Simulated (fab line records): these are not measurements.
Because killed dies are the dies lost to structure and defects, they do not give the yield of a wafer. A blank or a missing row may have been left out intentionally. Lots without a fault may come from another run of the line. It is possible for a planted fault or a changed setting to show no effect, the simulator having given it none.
Matching of chambers || flow n5-finfet || N5_SDB_ETCH_25 on rie-diel-02 has 4 sister chambers
The step etches SiO2 in C4F6/O2, target depth 10 nm, time 3.3 s. 4 wafers are shown with their chamber, then 7 later ones without.

== WAFERS, EACH WITH ITS CHAMBER ==
{"wafer": "L075.3", "chamber": 2, "drypump-motor-current-A (A)": 6.5}
{"wafer": "L084.6", "chamber": 1, "drypump-motor-current-A (A)": 5.5}
{"wafer": "L085.2", "chamber": 3, "drypump-motor-current-A (A)": 5.1}
{"wafer": "L085.4", "chamber": 0, "drypump-motor-current-A (A)": 5.3}

== WAFERS WITHOUT THEIR CHAMBER ==
{"wafer": "L085.6", "drypump-motor-current-A (A)": 5.1}
{"wafer": "L086.1", "drypump-motor-current-A (A)": 5.2}
{"wafer": "L086.2", "drypump-motor-current-A (A)": 5.5}
{"wafer": "L086.4", "drypump-motor-current-A (A)": 5.2}
{"wafer": "L090.1", "drypump-motor-current-A (A)": 5.2}
{"wafer": "L090.3", "drypump-motor-current-A (A)": 5.1}
{"wafer": "L090.6", "drypump-motor-current-A (A)": 5.2}

== WHICH CHAMBER EACH ONE RAN IN ==
{"wafer": "L085.6", "from the rows above": 3, "in truth": 3}
{"wafer": "L086.1", "from the rows above": "can't be placed: 0 or 3", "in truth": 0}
{"wafer": "L086.2", "from the rows above": 1, "in truth": 1}
{"wafer": "L086.4", "from the rows above": "can't be placed: 0 or 3", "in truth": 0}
{"wafer": "L090.1", "from the rows above": "can't be placed: 0 or 3", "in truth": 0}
{"wafer": "L090.3", "from the rows above": 3, "in truth": 3}
{"wafer": "L090.6", "from the rows above": "can't be placed: 0 or 3", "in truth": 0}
Placed correctly: 3 of 7. Not placeable from these rows: 4 (in 4, the candidates include the true chamber). Number placed wrongly: 0.
How it was worked out, from the rows above alone: a wafer's distance from a chamber is the root of the sum, over the readings, of the square of ((its reading less the chamber's mean) divided by the reading's scatter). The wafer belongs to the nearest chamber; if the next one is less than 2 further off, it can't be placed. The mean given for a chamber averages the wafers shown for that chamber. The scatter (one wafer shown for each chamber): square how far every hidden wafer sits from the nearest shown wafer, average those squares and take the square root.
